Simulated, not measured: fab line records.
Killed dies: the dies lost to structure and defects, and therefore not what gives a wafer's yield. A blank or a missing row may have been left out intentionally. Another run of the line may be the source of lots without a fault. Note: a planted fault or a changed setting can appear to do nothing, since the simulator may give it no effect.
Matching of chambers + flow nand harc + rie diel-02 running NHARC_A_STAIRCASE_ETCH_169: 4 sister chambers
The step etches the open film in CH3F/O2, target depth 50 nm, time 107.1 s. 4 wafers are shown with their chamber, then 12 later ones without.

## EACH WAFER AND ITS CHAMBER
| wafer  | chamber | drypump motor current A (A) |
|--------|---------|-----------------------------|
| L083.2 | 0       | 5.6                         |
| L084.2 | 3       | 6.0                         |
| L084.3 | 2       | 4.8                         |
| L084.4 | 1       | 6.0                         |

## WAFERS WITHOUT THEIR CHAMBER
| wafer  | drypump motor current A (A) |
|--------|-----------------------------|
| L087.1 | 5.6                         |
| L087.2 | 6.0                         |
| L087.3 | 4.8                         |
| L088.1 | 6.1                         |
| L088.3 | 6.1                         |
| L088.4 | 4.8                         |
| L091.1 | 6.1                         |
| L091.3 | 4.7                         |
| L091.5 | 6.0                         |
| L095.1 | 6.0                         |
| L095.3 | 4.8                         |
| L095.4 | 6.1                         |

## THE CHAMBER EACH PASSED THROUGH
| wafer  | from the rows above     | in truth |
|--------|-------------------------|----------|
| L087.1 | 0                       | 0        |
| L087.2 | can't be placed: 1 or 3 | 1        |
| L087.3 | 2                       | 2        |
| L088.1 | can't be placed: 1 or 3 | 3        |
| L088.3 | can't be placed: 1 or 3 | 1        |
| L088.4 | 2                       | 2        |
| L091.1 | can't be placed: 1 or 3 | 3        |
| L091.3 | 2                       | 2        |
| L091.5 | can't be placed: 1 or 3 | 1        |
| L095.1 | can't be placed: 1 or 3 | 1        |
| L095.3 | 2                       | 2        |
| L095.4 | can't be placed: 1 or 3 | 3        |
5 of 12 placed correctly. Cannot be placed on the basis of these rows: 7; the candidates contain the true chamber in 7. Wrongly placed: 0.
How it was worked out, from the rows above alone: a wafer's distance from a chamber is the root of the sum, over the readings, of the square of ((its reading less the chamber's mean) divided by the reading's scatter). If the next closest chamber is less than 2 further off than the closest, the wafer can't be placed; otherwise it belongs to the closest. The mean given for a chamber averages the wafers shown for that chamber. The scatter: with one shown wafer a chamber, the root of the mean of the squares of how far each hidden wafer lies from its nearest shown one.
